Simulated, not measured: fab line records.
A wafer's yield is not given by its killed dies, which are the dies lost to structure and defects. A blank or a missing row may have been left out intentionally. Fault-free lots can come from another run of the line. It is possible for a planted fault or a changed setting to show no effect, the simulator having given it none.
Problem report, 8D (eight disciplines) form, completed by code | flow nand_harc | the parts of the form that need people (team, actions taken, sign-off) are left out

## 1. WHAT WENT WRONG
At NHARC_A_STAIRCASE_ETCH_253, oes_product_au averages 0.736 a.u. over 2 wafers from 2 lots, while fault-free wafers read 0.961 a.u., standard deviation 0.019. Relative to the usual mean, that is a shift of -12 standard deviations.
The step: etches the open film in C4F8/O2, target depth 50 nm, time 20.2 s.
Earliest sighting: wafer L927.4 on rie_diel-06 at day 21 02:37. Wafers with a number at this step in the record: 37, from 13 lots. Rule for "out", or "out of limits": more than 4 standard deviations from the usual mean. Any other wafer with a number is counted as sound.

## 2. WHAT IT IS; WHAT IT IS NOT
question                    | is                | is not
which readings at this step | oes_product_au    | rf_vpp_V
which lots                  | L926, L927        | L914, L915, L916, L918, L919, L921, L922, L924, L935, L936, L937
which wafers of those lots  | L926.4, L927.4    | L926.3, L927.3
read on which tools         | rie_diel-06       | rie_diel-08, rie_diel-10
when                        | from day 21 02:37 | up to then (25 sound wafers); but 10 sound wafers of L926, L935, L936, L937 came after

## 3. WHAT RULES OUT EACH SUSPECT
Counting: a tool at a process step up to the reading stays a suspect if it ran every lot that is out. Sound lots after the first of them don't rule it out here, since some wafers of a struck lot are sound.
- rie_diel-10 at NHARC_A_STAIRCASE_ETCH_223 (etches the open film in C4F8/O2, target depth 100 nm, time 40.5 s): kept. It ran every lot that is out, first L927 (day 21 02:37); its last sound lot up to then is L924 (day 20 14:50). NHARC_A_STAIRCASE_ETCH_223: start missing for some lots; hours and lot order therefore follow NHARC_A_STAIRCASE_ETCH_253.
- rie_diel-06 at NHARC_A_STAIRCASE_ETCH_253 (etches the open film in C4F8/O2, target depth 50 nm, time 20.2 s): kept. It ran every lot that is out, first L927 (day 21 02:37); its last sound lot up to then is L924 (day 20 14:50). Its own oes_product_au readings are out on those wafers.
- Within rie_diel-10 at NHARC_A_STAIRCASE_ETCH_223, the wafers that are out were processed in chamber 0 and their sound lot-mates in chamber 2.
- At NHARC_A_STAIRCASE_ETCH_253, inside rie_diel-06: chamber 1 took the wafers that are out, while their sound lot-mates went through chambers 2, 3.
After counting, rie_diel-10 at NHARC_A_STAIRCASE_ETCH_223 and rie_diel-06 at NHARC_A_STAIRCASE_ETCH_253 remain.

## 4. THE CAUSE (what the simulator had put in)
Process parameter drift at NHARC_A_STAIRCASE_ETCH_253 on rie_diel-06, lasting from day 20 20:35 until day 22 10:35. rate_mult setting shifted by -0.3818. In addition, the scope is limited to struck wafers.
This tool is one of the 2 suspects left after counting.

## 5. THE EFFECT CHAIN, in route order
Rows list readings where the struck wafers' mean (over those with a number) sits beyond 3 standard deviations from the usual. Only readings whose record carries a usual standard deviation are examined. hours: median over the lots of the time between each lot's start at the first step of this table that gives one and its start at this step. sigmas: the change, counted in usual standard deviations.
hours | step                       | reading        | usual      | on struck wafers | change | sigmas
0     | NHARC_A_STAIRCASE_ETCH_253 | oes_product_au | 0.961 a.u. | 0.736            | -0.225 | -12
Here are the process steps it includes:
- NHARC_A_STAIRCASE_ETCH_253: etches the open film in C4F8/O2, target depth 50 nm, time 20.2 s.
Later measuring or inspecting steps at which every struck wafer that the step has a row for has a number for every such reading, and none has moved that far: NHARC_END_SORT_01.

## 6. WHAT WOULD HAVE CAUGHT IT SOONER
In this record the first reading out of limits was taken at day 21 02:37, 6 hours after the fault began at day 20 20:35.
